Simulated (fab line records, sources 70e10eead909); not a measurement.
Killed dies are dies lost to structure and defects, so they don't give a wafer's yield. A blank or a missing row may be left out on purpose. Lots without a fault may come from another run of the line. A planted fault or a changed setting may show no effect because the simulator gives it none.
fab line records | flow nand_harc
record lots=5 wafers=15 last_day=23
route steps=1159 shown A_ONON_D1@426 A_CHANNEL_HOLE_D1@450 END@1159
lots that met no fault: from a run of the same line without faults
start_h: hours from the record's first day to the start of the lot's first wafer shown | wait_h: hours since the lot's step before | " the same as in the row above | L1.1+2: a row that stands for several wafers | - no value, or no start given | * or withheld: withheld | < > ~ a bound
route shown NAME@n: a module of which the file shows steps, and the number in the route of the first | usual: mean/standard deviation of fault-free wafers | same: alike in all rows | chamber/n: place in a boat | sites: the reading at each site | _std_site: their standard deviation | _edge_site: outer sites' mean less inner sites' | radius_mm: how far each site lies from the wafer's centre | mask NAME#n: copy n | behind: the tool/chamber that last shaped the wafer | hold: why the lot was held/for how many hours/how that ended | device: the transistor (n, p or np) that didn't switch | end of line: the same wafers' tests at the end of the route | a step without rows: its recipe alone | killed: dies lost to structure and defects at the first sort, not the wafer's yield | map: a wafer's dies, x killed, . not, _ none there
set.NAME: the setting as run; set.NAME@STEP: as run at that earlier step | model.NAME: the simulator's own value behind a step, which no gauge read
lots at some steps of the route; a table a step, a row a wafer
services: from which hour (start_h, from the record's first day; less than 0 if before it) a tool's chamber was out of use, for how many hours, and why
## steps
# step NHARC_A_ONON_D1_DEP_03
# recipe target_thk_a=10000 n2_flow_sccm=2750 n2o_flow_sccm=2000 nh3_flow_sccm=500 sih4_flow_sccm=210 temp_c=400
# step NHARC_A_ONON_D1_THK_MEAS_05
# recipe thk_meas_gauge=ellipsometry
# usual thk_nm=999/7.1
# columns lot.wafer tool chamber start_h wait_h thk_nm
L868.3 film_metro-01 - 167.70 - 990
L868.4 " - " " 989
L868.5 " - " " 990
L872.1 film_metro-01 - 190.68 - 983
L872.2 " - " " 983
L872.3 " - " " 983
L876.4 film_metro-02 - 213.97 - 996
L876.5 " - " " 993
L876.6 " - " " 991
L883.2 film_metro-01 - 253.21 - 1004
L883.3 " - " " 1005
L883.4 " - " " 1004
L886.1 film_metro-01 - 278.79 - 1002
L886.4 " - " " 1003
L886.5 " - " " 1002
# step NHARC_A_ONON_D1_DEP_06
# recipe target_thk_a=10000 n2_flow_sccm=2750 n2o_flow_sccm=2000 nh3_flow_sccm=500 sih4_flow_sccm=210 temp_c=400
# step NHARC_A_ONON_D1_THK_MEAS_08
# recipe thk_meas_gauge=ellipsometry
# usual thk_nm=999/9.4
# columns lot.wafer tool chamber start_h wait_h thk_nm
L868.3 film_metro-01 - 168.27 - 1004
L868.4 " - " " 1006
L868.5 " - " " 1005
L872.1 film_metro-01 - 191.24 - 998
L872.2 " - " " 995
L872.3 " - " " 996
L876.4 film_metro-01 - 214.53 - 1003
L876.5 " - " " 1002
L876.6 " - " " 1003
L883.2 film_metro-01 - 253.78 - 991
L883.3 " - " " 991
L883.4 " - " " 992
L886.1 film_metro-01 - 279.35 - 1006
L886.4 " - " " 1004
L886.5 " - " " 1005
# step NHARC_A_ONON_D1_DEP_09
# recipe target_thk_a=10000 n2_flow_sccm=2750 n2o_flow_sccm=2000 nh3_flow_sccm=500 sih4_flow_sccm=210 temp_c=400
# step NHARC_A_ONON_D1_THK_MEAS_11
# recipe thk_meas_gauge=ellipsometry
# usual thk_nm=998/9.8
# columns lot.wafer tool chamber start_h wait_h thk_nm
L868.3 film_metro-01 - 168.84 - 1003
L868.4 " - " " 1004
L868.5 " - " " 1004
L872.1 film_metro-01 - 191.81 - 1010
L872.2 " - " " 1008
L872.3 " - " " 1009
L876.4 film_metro-01 - 215.10 - 990
L876.5 " - " " 990
L876.6 " - " " 990
L883.2 film_metro-01 - 254.34 - 1007
L883.3 " - " " 1009
L883.4 " - " " 1007
L886.1 film_metro-02 - 279.92 - 995
L886.4 " - " " 996
L886.5 " - " " 994
# step NHARC_A_ONON_D1_DEP_12
# recipe target_thk_a=10000 n2_flow_sccm=2750 n2o_flow_sccm=2000 nh3_flow_sccm=500 sih4_flow_sccm=210 temp_c=400
# step NHARC_A_ONON_D1_THK_MEAS_14
# recipe thk_meas_gauge=ellipsometry
# usual thk_nm=999/10
# columns lot.wafer tool chamber start_h wait_h thk_nm
L868.3 film_metro-02 - 169.40 - 987
L868.4 " - " " 986
L868.5 " - " " 987
L872.1 film_metro-01 - 192.38 - 1003
L872.2 " - " " 1005
L872.3 " - " " 1005
L876.4 film_metro-01 - 215.66 - 988
L876.5 " - " " 988
L876.6 " - " " 987
L883.2 film_metro-01 - 254.90 - 986
L883.3 " - " " 988
L883.4 " - " " 986
L886.1 film_metro-02 - 280.48 - 1015
L886.4 " - " " 1016
L886.5 " - " " 1016
# step NHARC_A_ONON_D1_ANNEAL_15
# recipe temp_c=750 time_s=3600
# step NHARC_A_ONON_D1_DEP_16
# recipe target_thk_a=10000 n2_flow_sccm=2750 n2o_flow_sccm=2000 nh3_flow_sccm=500 sih4_flow_sccm=210 temp_c=400
# step NHARC_A_ONON_D1_THK_MEAS_18
# recipe thk_meas_gauge=ellipsometry
# usual thk_nm=1003/11
# columns lot.wafer tool chamber start_h wait_h thk_nm
L868.3 film_metro-01 - 176.52 - 1012
L868.4 " - " " 1010
L868.5 " - " " 1012
L872.1 film_metro-02 - 199.48 - 1006
L872.2 " - " " 1007
L872.3 " - " " 1008
L876.4 film_metro-02 - 224.78 - 1012
L876.5 " - " " 1010
L876.6 " - " " 1011
L883.2 film_metro-02 - 262.07 - 1014
L883.3 " - " " 1016
L883.4 " - " " 1014
L886.1 film_metro-02 - 288.45 - 1006
L886.4 " - " " 1006
L886.5 " - " " 1003
# step NHARC_A_ONON_D1_DEP_19
# recipe target_thk_a=10000 n2_flow_sccm=2750 n2o_flow_sccm=2000 nh3_flow_sccm=500 sih4_flow_sccm=210 temp_c=400
# usual n2o_flow_sccm=2000/5.3 nh3_flow_sccm=500.4/1.5
# columns lot.wafer tool chamber start_h wait_h n2o_flow_sccm nh3_flow_sccm
L868.3 pecvd_onon-01 0 176.69 0.2 1997 499.8
L868.4 " 0 " " 1992 500.4
L868.5 " 0 " " 2006 499.4
L872.1 pecvd_onon-02 0 199.67 0.2 2004 500.1
L872.2 " 0 " " 1996 500.6
L872.3 " 0 " " 2004 498.5
L876.4 pecvd_onon-03 0 225.01 0.2 2008 500.3
L876.5 " 0 " " 2008 501.5
L876.6 " 0 " " 2006 501.6
L883.2 pecvd_onon-02 0 262.18 0.1 2006 501.4
L883.3 " 0 " " 1996 501.1
L883.4 " 0 " " 2001 499.2
L886.1 pecvd_onon-01 0 288.52 0.1 1994 502.1
L886.4 " 0 " " 1993 498.1
L886.5 " 0 " " 2002 498.5
# step NHARC_A_ONON_D1_THK_MEAS_21
# recipe thk_meas_gauge=ellipsometry
# usual thk_nm=997/8.5
# columns lot.wafer tool chamber start_h wait_h thk_nm
L868.3 film_metro-02 - 177.08 - 987
L868.4 " - " " 990
L868.5 " - " " 987
L872.1 film_metro-01 - 200.18 - 1009
L872.2 " - " " 1009
L872.3 " - " " 1011
L876.4 film_metro-01 - 225.34 - 1012
L876.5 " - " " 1013
L876.6 " - " " 1012
L883.2 film_metro-02 - 262.64 - 987
L883.3 " - " " 987
L883.4 " - " " 987
L886.1 film_metro-01 - 289.03 - 998
L886.4 " - " " 999
L886.5 " - " " 1001
# step NHARC_A_ONON_D1_DEP_22
# recipe target_thk_a=10000 n2_flow_sccm=2750 n2o_flow_sccm=2000 nh3_flow_sccm=500 sih4_flow_sccm=210 temp_c=400
# step NHARC_A_ONON_D1_THK_MEAS_24
# recipe thk_meas_gauge=ellipsometry
# usual thk_nm=998/9.6
# columns lot.wafer tool chamber start_h wait_h thk_nm
L868.3 film_metro-01 - 177.65 - 1009
L868.4 " - " " 1008
L868.5 " - " " 1009
L872.1 film_metro-02 - 200.88 - 984
L872.2 " - " " 985
L872.3 " - " " 984
L876.4 film_metro-01 - 225.91 - 988
L876.5 " - " " 989
L876.6 " - " " 989
L883.2 film_metro-02 - 263.20 - 988
L883.3 " - " " 989
L883.4 " - " " 988
L886.1 film_metro-02 - 289.59 - 992
L886.4 " - " " 991
L886.5 " - " " 991
# step NHARC_A_ONON_D1_DEP_25
# recipe target_thk_a=10000 n2_flow_sccm=2750 n2o_flow_sccm=2000 nh3_flow_sccm=500 sih4_flow_sccm=210 temp_c=400
# step NHARC_A_ONON_D1_THK_MEAS_27
# recipe thk_meas_gauge=ellipsometry
# usual thk_nm=1001/9.4
# columns lot.wafer tool chamber start_h wait_h thk_nm
L868.3 film_metro-02 - 178.21 - 1014
L868.4 " - " " 1014
L868.5 " - " " 1013
L872.1 film_metro-01 - 201.58 - 1010
L872.2 " - " " 1011
L872.3 " - " " 1009
L876.4 film_metro-01 - 226.47 - 992
L876.5 " - " " 992
L876.6 " - " " 992
L883.2 film_metro-01 - 263.77 - 985
L883.3 " - " " 984
L883.4 " - " " 984
L886.1 film_metro-02 - 290.16 - 990
L886.4 " - " " 989
L886.5 " - " " 989
# step NHARC_A_ONON_D1_DEP_28
# recipe target_thk_a=10000 n2_flow_sccm=2750 n2o_flow_sccm=2000 nh3_flow_sccm=500 sih4_flow_sccm=210 temp_c=400
# step NHARC_A_ONON_D1_THK_MEAS_30
# recipe thk_meas_gauge=ellipsometry
# usual thk_nm=995/10
# columns lot.wafer tool chamber start_h wait_h thk_nm
L868.3 film_metro-01 - 178.78 - 989
L868.4 " - " " 989
L868.5 " - " " 991
L872.1 film_metro-01 - 202.30 - 1015
L872.2 " - " " 1016
L872.3 " - " " 1014
L876.4 film_metro-01 - 227.04 - 987
L876.5 " - " " 987
L876.6 " - " " 988
L883.2 film_metro-02 - 264.33 - 1004
L883.3 " - " " 1004
L883.4 " - " " 1003
L886.1 film_metro-01 - 290.72 - 970
L886.4 " - " " 972
L886.5 " - " " 972
# step NHARC_A_ONON_D1_DEP_33
# recipe target_thk_a=2000 temp_c=400 pressure_torr=6.5 rf_w=900 teos_flow_sccm=161.4 flow_sccm=2650 target_thk_nm=200 gas=O2 material=SiO2
# usual heater_power_outer_w=285/46 heater_power_w=523/57 throttle_valve_pct=15.9/0.52
# columns lot.wafer tool chamber start_h wait_h heater_power_outer_w heater_power_w throttle_valve_pct
L868.3 pecvd-02 1 178.84 0.1 333 563 16.2
L868.4 " 1 " " 348 590 16.2
L868.5 " 2 " " 281 502 15.0
L872.2 pecvd-02 1 202.35 0.1 364 621 15.9
L872.1 " 2 " " 230 448 15.2
L872.3 " 0 " " 294 562 16.1
L876.6 pecvd-02 0 227.23 0.2 270 535 16.3
L876.4 " 1 " " 374 630 16.3
L876.5 " 2 " " 284 505 15.1
L883.3 pecvd-02 0 264.39 0.1 259 492 16.3
L883.2 " 1 " " 361 630 16.2
L883.4 " 2 " " 252 484 15.5
L886.1 pecvd-04 0 290.87 0.1 318 546 15.5
L886.5 " 1 " " 310 562 15.8
L886.4 " 2 " " 193 420 17.0
# step NHARC_A_ONON_D1_THK_MEAS_34
# recipe thk_meas_gauge=ellipsometry
# usual thk_nm=199.9/2.6
# columns lot.wafer tool chamber start_h wait_h thk_nm
L868.3 film_metro-02 - 179.26 - 196.8
L868.4 " - " " 201.0
L868.5 " - " " 202.6
L872.1 film_metro-02 - 202.76 - 197.6
L872.2 " - " " 195.8
L872.3 " - " " 196.3
L876.4 film_metro-02 - 227.51 - 202.0
L876.5 " - " " 204.4
L876.6 " - " " 202.9
L883.2 film_metro-02 - 264.80 - 197.0
L883.3 " - " " 198.2
L883.4 " - " " 202.3
L886.1 film_metro-02 - 291.20 - 199.9
L886.4 " - " " 200.2
L886.5 " - " " 202.1
# step NHARC_A_CHANNEL_HOLE_D1_DEP_00
# recipe target_thk_a=31000 temp_c=400 material=aC
# usual throttle_valve_pct=35.001/0.0084
# columns lot.wafer tool chamber start_h wait_h throttle_valve_pct
L868.3 acl_dep-03 0 185.26 5.9 35.000
L868.4 " 0 " " 34.999
L868.5 " 0 " " 35.001
L872.1 acl_dep-02 0 202.90 0.1 34.997
L872.2 " 0 " " 35.016
L872.3 " 0 " " 34.988
L876.4 acl_dep-01 0 228.60 1.0 35.003
L876.5 " 0 " " 35.004
L876.6 " 0 " " 35.002
L883.2 acl_dep-01 0 265.25 0.4 34.998
L883.3 " 0 " " 34.988
L883.4 " 0 " " 35.003
L886.1 acl_dep-02 0 292.00 0.7 34.993
L886.4 " 0 " " 35.008
L886.5 " 0 " " 34.993
# step NHARC_A_CHANNEL_HOLE_D1_DEP_01
# recipe target_thk_a=1400 target_thk_nm=140 temp_c=400 pressure_torr=3.5 flow_sccm=200 rf_w=350 material=SiON
# usual heater_power_outer_w=431/44 heater_power_w=730/59
# columns lot.wafer tool chamber start_h wait_h heater_power_outer_w heater_power_w
L868.3 pecvd-02 1 186.57 1.0 518 816
L868.5 " 0 " " 385 665
L868.4 " 2 " " 363 641
L872.2 pecvd-01 0 204.95 1.4 480 814
L872.3 " 1 " " 431 761
L872.1 " 2 " " 466 820
L876.6 pecvd-02 0 229.65 0.1 393 704
L876.5 " 1 " " 471 758
L876.4 " 2 " " 362 646
L883.3 pecvd-01 2 266.86 1.0 414 732
L883.2 " 1 " " 425 763
L883.4 " 2 " " 423 728
L886.1 pecvd-04 2 293.91 1.6 392 677
L886.4 " 0 " " 503 814
L886.5 " 1 " " 428 707
# step NHARC_A_CHANNEL_HOLE_D1_DEHYDRATE_02
# recipe temp_c=150 time_s=120
# step NHARC_A_CHANNEL_HOLE_D1_HMDS_03
# recipe time_s=30
# step NHARC_A_CHANNEL_HOLE_D1_COAT_36
# recipe temp_c=260 time_s=75
# step NHARC_A_CHANNEL_HOLE_D1_COAT_37
# recipe temp_c=225 time_s=65
# step NHARC_A_CHANNEL_HOLE_D1_COAT_04
# recipe spin_rpm=1500 resist_thk_nm=90
# step NHARC_A_CHANNEL_HOLE_D1_SOFTBAKE_05
# recipe temp_c=105 time_s=55
# step NHARC_A_CHANNEL_HOLE_D1_EBR_06
# step NHARC_A_CHANNEL_HOLE_D1_EXPOSE_07
# recipe na=1.35 target_cd_nm=100 sigma_outer=0.3 dose_mj=59.65 mask_id=HOLE_D1
# step NHARC_A_CHANNEL_HOLE_D1_PEB_08
# recipe peb_temp_c=100 peb_time_s=65
# step NHARC_A_CHANNEL_HOLE_D1_DEVELOP_09
# recipe develop_time_s=35 dev_temp_c=23
# step NHARC_A_CHANNEL_HOLE_D1_CD_MEAS_10
# recipe target_cd_nm=100 landing_energy_ev=500
# usual cd_nm=99.9/0.59
# same landing_energy_ev=500
# columns lot.wafer tool chamber start_h wait_h cd_nm
L868.3 cd_sem-03 0 187.27 - 100.0
L868.4 " 0 " " 100.8
L868.5 " 0 " " 100.5
L872.1 cd_sem-01 0 205.67 - 100.1
L872.2 " 0 " " 100.4
L872.3 " 0 " " 100.1
L876.4 cd_sem-03 0 230.29 - 99.8
L876.5 " 0 " " 99.9
L876.6 " 0 " " 100.6
L883.2 cd_sem-03 0 267.59 - 100.6
L883.3 " 0 " " 100.3
L883.4 " 0 " " 100.8
L886.1 cd_sem-01 0 294.63 - 99.1
L886.4 " 0 " " 99.0
L886.5 " 0 " " 99.1
# step NHARC_A_CHANNEL_HOLE_D1_OVL_MEAS_11
# usual overlay_x_nm=0.0/0.85 overlay_y_nm=-0.3/0.87
# columns lot.wafer tool chamber start_h wait_h overlay_x_nm overlay_y_nm
L868.3 overlay-01 - 187.35 - -0.4 0.4
L868.4 " - " " -0.3 0.5
L868.5 " - " " -0.1 1.1
L872.1 overlay-01 - 205.76 - -0.3 -1.3
L872.2 " - " " -0.2 -0.9
L872.3 " - " " 0.0 -1.0
L876.4 overlay-02 - 230.37 - 0.1 0.6
L876.5 " - " " 0.4 1.1
L876.6 " - " " 0.0 0.9
L883.2 overlay-02 - 267.67 - -0.3 0.6
L883.3 " - " " -0.1 1.2
L883.4 " - " " 0.3 1.5
L886.1 overlay-02 - 294.71 - -0.2 -1.3
L886.4 " - " " 0.0 -1.3
L886.5 " - " " 0.6 -1.5
# step NHARC_A_CHANNEL_HOLE_D1_DESCUM_15
# recipe time_s=3 o2_flow_sccm=200 ar_flow_sccm=0 bias_power_w=0 chemistry=O2
# step NHARC_A_CHANNEL_HOLE_D1_ETCH_38
# recipe target_depth_a=390 over_etch_frac=0.3 time_s=65 ion_energy_ev=80 cf4_flow_sccm=150 ar_flow_sccm=0 rf_w=300 bias_w=100 chemistry=CF4
# usual chamber_pressure_mTorr=49.99/0.045 drypump_motor_current_A=5.7/0.62 oes_product_au=0.998/0.011 rf_vpp_V=151.2/1.1 showerhead_plenum_p_Torr=1.75/0.063 throttle_valve_pct=13.284/0.0086
# columns lot.wafer tool chamber start_h wait_h chamber_pressure_mTorr drypump_motor_current_A oes_product_au rf_hours_counter_h rf_vpp_V showerhead_plenum_p_Torr throttle_valve_pct
L868.3 rie_diel-06 0 187.55 0.1 50.05 6.3 0.984 8 150.9 1.75 13.279
L868.4 " 1 " " 50.02 6.2 1.008 9 152.9 1.84 13.294
L868.5 " 2 " " 50.06 4.8 0.997 - 151.1 1.72 13.288
L872.2 rie_diel-06 2 205.94 0.1 50.05 4.8 0.980 8 149.0 1.72 13.279
L872.1 " 3 " " 49.91 5.6 1.011 8 150.7 1.81 13.290
L872.3 " 1 " " 50.00 6.2 0.999 10 151.7 1.84 13.294
L876.4 rie_diel-12 0 230.56 0.1 49.91 6.1 0.985 2 149.6 1.71 13.264
L876.5 " 2 " " 49.99 5.2 1.002 - 148.1 1.66 13.283
L876.6 " 3 " " 49.95 5.2 0.991 - 150.2 1.76 13.281
L883.3 rie_diel-06 2 267.85 0.1 49.96 4.8 0.974 1 149.8 1.72 13.285
L883.4 " 0 " " 50.05 6.3 0.997 1 151.7 1.75 13.295
L883.2 " 1 " " 49.97 6.2 0.990 0 152.8 1.83 13.284
L886.1 rie_diel-05 1 294.92 0.1 49.96 6.8 0.986 9 150.3 1.77 13.285
L886.4 " 1 " " 49.99 6.7 0.981 - 152.7 1.77 13.289
L886.5 " 2 " " 50.03 4.6 1.017 - 154.0 1.90 13.277
# step NHARC_A_CHANNEL_HOLE_D1_ETCH_39
# recipe target_depth_a=2600 over_etch_frac=0.3 time_s=325 ion_energy_ev=200 n2_flow_sccm=150 h2_flow_sccm=150 ar_flow_sccm=0 rf_w=400 bias_w=150 chemistry=N2/H2
# usual chamber_pressure_mTorr=29.999/0.028 drypump_motor_current_A=5.7/0.64 oes_product_au=0.998/0.011 rf_vpp_V=429.9/2.3 showerhead_plenum_p_Torr=2.02/0.084 throttle_valve_pct=14.171/0.0093
# columns lot.wafer tool chamber start_h wait_h chamber_pressure_mTorr drypump_motor_current_A oes_product_au rf_hours_counter_h rf_vpp_V showerhead_plenum_p_Torr throttle_valve_pct
L868.3 rie_diel-06 3 - - 30.016 5.6 1.000 7 430.5 2.09 14.167
L868.4 " 0 " " 29.955 6.3 0.987 8 430.6 2.02 14.181
L868.5 " 3 " " 29.981 5.6 0.995 - 431.0 2.09 14.164
L872.2 rie_diel-06 1 - - 30.029 6.2 0.990 10 433.4 2.12 14.187
L872.3 " 2 " " 29.963 4.8 0.987 8 428.7 1.98 14.167
L872.1 " 0 " " 30.019 6.3 0.980 9 430.5 2.02 14.172
L876.4 rie_diel-12 0 - - 30.024 6.1 0.990 2 428.2 1.97 14.158
L876.5 " 1 " " 30.016 6.0 0.994 - 427.1 1.90 14.172
L876.6 " 2 " " 29.987 5.2 0.995 - 425.7 1.90 14.173
L883.3 rie_diel-06 2 - - 29.973 4.8 0.992 1 428.0 1.98 14.186
L883.2 " 0 " " 30.085 6.3 0.981 1 431.8 2.02 14.175
L883.4 " 1 " " 30.024 6.2 0.984 1 433.1 2.12 14.160
L886.1 rie_diel-05 1 - - 29.977 6.7 0.992 9 430.3 2.05 14.183
L886.4 " 1 " " 30.013 6.8 0.989 - 430.3 2.05 14.161
L886.5 " 2 " " 29.975 4.7 1.020 - 435.1 2.21 14.156
# step NHARC_END_SORT_01
# recipe temp_c=25
# usual killed_at_array=27/8.8 killed_at_other=0.4/0.82 killed_at_periphery=3.1/2.1 killed_dies=31/8.8 killed_open=3.3/2 killed_short=2.0/1.4
# same gross_dies=677
# columns lot.wafer tool chamber start_h wait_h killed_at_array killed_at_other killed_at_periphery killed_dies killed_open killed_short
L868.3 prober-01 0 468.36 3.1 18 0 2 20 2 1
L868.4 prober-01 0 469.16 3.4 16 0 3 19 6 0
L868.5 prober-01 0 469.96 3.7 22 0 5 27 4 2
L872.1 prober-01 0 482.36 2.5 12 0 2 14 3 1
L872.2 prober-01 0 483.16 2.8 12 0 2 14 2 0
L872.3 prober-01 0 483.97 3.1 4 0 3 7 3 0
L876.4 prober-01 0 500.33 3.4 23 1 2 26 5 1
L876.5 prober-01 0 501.13 3.7 21 0 2 23 1 5
L876.6 prober-01 0 501.93 4.0 23 0 4 27 4 3
L883.2 prober-01 0 517.88 2.8 64 0 6 70 4 0
L883.3 prober-01 0 518.68 3.1 58 0 5 63 1 3
L883.4 prober-01 0 519.49 3.4 65 0 3 68 4 1
L886.1 prober-01 0 553.89 2.5 26 0 5 31 2 2
L886.4 prober-01 0 556.27 3.4 32 0 5 37 2 2
L886.5 prober-01 0 557.07 3.7 30 0 2 32 3 1
# killed by level:class
L868.3 A_WL_FILL:chamber_film_flake=6 A_STAIRCASE:chamber_film_flake=3 A_SGD_CUT:chamber_film_flake=2 A_CONTACT:chamber_film_flake=2 P_CONTACT:geometric_particle:open=1 A_ONON_D1:geometric_particle:short=1 A_CONTACT:geometric_particle:open=1 P_GATE:chamber_film_flake=1
L868.4 A_WL_FILL:chamber_film_flake=3 A_CHANNEL_HOLE_D1:chamber_film_flake=2 A_STAIRCASE:chamber_film_flake=2 A_SGD_CUT:chamber_film_flake=2 P_CONTACT:geometric_particle:open=1 P_M2:geometric_particle:open=1 A_ONON_D1:geometric_particle:open=1 A_CONTACT:geometric_particle:open=1
L868.5 A_STAIRCASE:chamber_film_flake=6 A_CONTACT:chamber_film_flake=4 A_SGD_CUT:chamber_film_flake=3 A_WL_FILL:chamber_film_flake=3 P_GATE:geometric_particle:open=2 A_CHANNEL_HOLE_D1:chamber_film_flake=2 P_M0:geometric_particle:open=1 A_CHANNEL_HOLE_D1:geometric_particle:open=1
L872.1 A_STAIRCASE:chamber_film_flake=4 A_M1:chamber_film_flake=2 A_CHANNEL_FILL_D1:geometric_particle:open=1 A_CHANNEL_FILL_D1:geometric_particle:short=1 A_WL_FILL:geometric_particle:open=1 A_CONTACT:geometric_particle:open=1 P_ZERO_WELL:chamber_film_flake=1 P_M2:chamber_film_flake=1
L872.2 A_CHANNEL_HOLE_D1:chamber_film_flake=5 P_ZERO_WELL:chamber_film_flake=2 A_STAIRCASE:chamber_film_flake=2 A_CHANNEL_FILL_D1:geometric_particle:open=1 A_CONTACT:geometric_particle:open=1 A_CHANNEL_FILL_D1:chamber_film_flake=1 A_CONTACT:chamber_film_flake=1 A_M1:chamber_film_flake=1
L872.3 P_M0:geometric_particle:open=2 A_CONTACT:geometric_particle:open=1 P_ZERO_WELL:chamber_film_flake=1 A_STAIRCASE:chamber_film_flake=1 A_SLIT:chamber_film_flake=1 A_M1:chamber_film_flake=1
L876.4 A_STAIRCASE:chamber_film_flake=7 A_CHANNEL_HOLE_D1:chamber_film_flake=4 A_M0:geometric_particle:open=3 A_CONTACT:chamber_film_flake=3 A_WL_FILL:chamber_film_flake=2 P_M0:geometric_particle:open=1 A_ONON_D1:geometric_particle:short=1 A_CONTACT:geometric_particle:open=1
L876.5 A_STAIRCASE:chamber_film_flake=8 A_CHANNEL_HOLE_D1:chamber_film_flake=4 A_BLC:geometric_particle:short=2 A_BONDPAD:chamber_film_flake=2 A_SOURCE_PLATE:geometric_particle:open=1 A_CHANNEL_HOLE_D1:geometric_particle:short=1 A_SLIT:geometric_particle:short=1 A_WL_FILL:geometric_particle:short=1
L876.6 A_STAIRCASE:chamber_film_flake=7 A_CHANNEL_HOLE_D1:chamber_film_flake=3 P_BONDPAD:chamber_film_flake=2 A_CHANNEL_FILL_D1:chamber_film_flake=2 A_CONTACT:chamber_film_flake=2 P_CONTACT:geometric_particle:open=1 A_CHANNEL_HOLE_D1:geometric_particle:open=1 A_CHANNEL_HOLE_D1:geometric_particle:short=1
L883.2 A_ONON_D1:unspecified=34 A_SLIT:chamber_film_flake=14 A_CONTACT:chamber_film_flake=7 P_GATE:chamber_film_flake=5 A_CHANNEL_HOLE_D1:chamber_film_flake=3 A_WL_FILL:geometric_particle:open=2 A_CONTACT:geometric_particle:open=2 P_ZERO_WELL:chamber_film_flake=1
L883.3 A_ONON_D1:unspecified=32 A_SLIT:chamber_film_flake=10 A_STAIRCASE:chamber_film_flake=5 A_CONTACT:chamber_film_flake=5 A_CHANNEL_HOLE_D1:chamber_film_flake=4 P_GATE:chamber_film_flake=3 P_GATE:geometric_particle:short=2 A_ONON_D1:geometric_particle:open=1
L883.4 A_ONON_D1:unspecified=31 A_SLIT:chamber_film_flake=17 A_CONTACT:chamber_film_flake=8 A_CONTACT:geometric_particle:open=2 P_GATE:chamber_film_flake=2 A_STAIRCASE:chamber_film_flake=2 A_CHANNEL_FILL_D1:geometric_particle:short=1 A_CHANNEL_FILL_D1:geometric_particle:open=1
L886.1 A_SLIT:chamber_film_flake=16 A_CHANNEL_FILL_D1:chamber_film_flake=4 P_STI:chamber_film_flake=2 P_M1:chamber_film_flake=2 A_STAIRCASE:chamber_film_flake=2 P_M2:geometric_particle:open=1 A_CHANNEL_HOLE_D1:geometric_particle:short=1 A_SLIT:geometric_particle:open=1
L886.4 A_SLIT:chamber_film_flake=13 A_CHANNEL_HOLE_D1:chamber_film_flake=5 A_CONTACT:chamber_film_flake=4 P_M1:chamber_film_flake=3 A_STAIRCASE:chamber_film_flake=3 A_WL_FILL:chamber_film_flake=3 P_M2:geometric_particle:open=1 A_ONON_D1:geometric_particle:short=1
L886.5 A_SLIT:chamber_film_flake=14 A_CHANNEL_HOLE_D1:chamber_film_flake=4 A_CONTACT:chamber_film_flake=4 A_WL_FILL:chamber_film_flake=3 P_M1:geometric_particle:short=1 A_ONON_D1:geometric_particle:open=1 A_CHANNEL_FILL_D1:geometric_particle:open=1 A_STAIRCASE:geometric_particle:open=1
# map L883.2 (x killed, . not)
____________.____________
_________......._________
_______..........x_______
______.............______
_____..............._____
____.................____
____.................____
___...................___
___.................xx___
__.................x.xx__
__.............x....xxx__
_.......x..........xx.xx_
_...................xx.._
_.....................x._
_....................x.._
_...x.................xx_
........x................
.....................x...
.......x.................
.........................
............x............
_.............x........x_
_..............x.x.....x_
_....................xx._
_.............x....xxxxx_
_..................xxxxx_
__.............xx.x.xxx__
__...x............x.xxx__
___................xxx___
___...............xxxx___
____...............xx____
____..............xxx____
_____.....x........x_____
______.....x.......______
_______..........._______
_________......._________
____________.____________
# map L872.1 (x killed, . not)
____________.____________
_________..x...._________
_______..........._______
______.............______
_____..............._____
____.................____
____.....x...........____
___............x......___
___...................___
__.....................__
__.....................__
_......................._
_......................._
_.....x.x..............._
_......................._
_......x..............x._
.........................
.........................
.........................
.........................
..............x........x.
_.x....................._
_..................x...._
_......................._
_......................._
_...............x......._
__.....x...............__
__.....................__
___...................___
___...................___
____.................____
____.................____
_____..............._____
______..x..........______
_______..........._______
_________......._________
____________.____________
## services
# columns tool chamber start_h hours kind
pecvd-02 - 153.24 13.0 pm
pecvd-01 - 164.88 0.4 repair
acl_dep-02 - 169.33 13.0 pm
rie_diel-05 - 169.94 9.0 pm
pecvd-02 - 170.52 0.4 repair
pecvd-04 - 195.00 13.0 pm
pecvd_onon-01 - 195.00 13.0 pm
rie_diel-12 - 202.56 9.0 pm
pecvd-02 0 207.03 5.3 repair
pecvd-02 - 211.36 0.4 repair
pecvd-01 - 215.71 0.7 repair
pecvd-01 - 218.99 0.6 repair
pecvd-01 0 224.78 8.1 repair
pecvd-04 - 227.01 1.1 repair
pecvd-02 - 235.98 0.8 repair
pecvd-01 - 237.46 13.0 pm
pecvd-04 0 239.39 10.8 repair
rie_diel-12 1 239.65 10.6 repair
rie_diel-06 - 241.49 9.0 pm
acl_dep-02 - 241.52 2.3 repair
rie_diel-12 3 241.92 3.9 repair
rie_diel-05 2 246.10 8.9 repair
rie_diel-12 - 259.94 0.2 repair
pecvd-02 1 274.46 5.7 repair
## key
first_sign step=NHARC_END_SORT_01 reading=killed_dies direction=up sigmas=4.1 usual=31 struck=67
effect step=NHARC_END_SORT_01 reading=killed_at_array direction=up sigmas=4 usual=27 struck=62
more_kills_born_at NHARC_A_ONON_D1_DEP_19@pecvd_onon-02=96
met_at NHARC_A_ONON_D1_DEP_19
struck_wafers L883.2,L883.3,L883.4
tester_left_out L883
onset_between 199.67 262.18
also_fits NHARC_A_ONON_D1_DEP_33:pecvd-02,NHARC_A_CHANNEL_HOLE_D1_DEP_00:acl_dep-01,NHARC_A_CHANNEL_HOLE_D1_DEP_01:pecvd-01,NHARC_A_CHANNEL_HOLE_D1_ETCH_38:rie_diel-06
fault kind=chamber_particle_source tool=pecvd_onon-02 chamber=- onset_h=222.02 steps=NHARC_A_ONON_D1_DEP_19 rate_per_visit_cm2=0.60224 end_h=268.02
# tester_left_out: of these lots the tester's yield and bins aren't shown, on N5 and GAA mostly nor the transistor test; their killed dies are dies lost to structure and defects alone, not to doping, threshold or leakage, so they don't give the yield
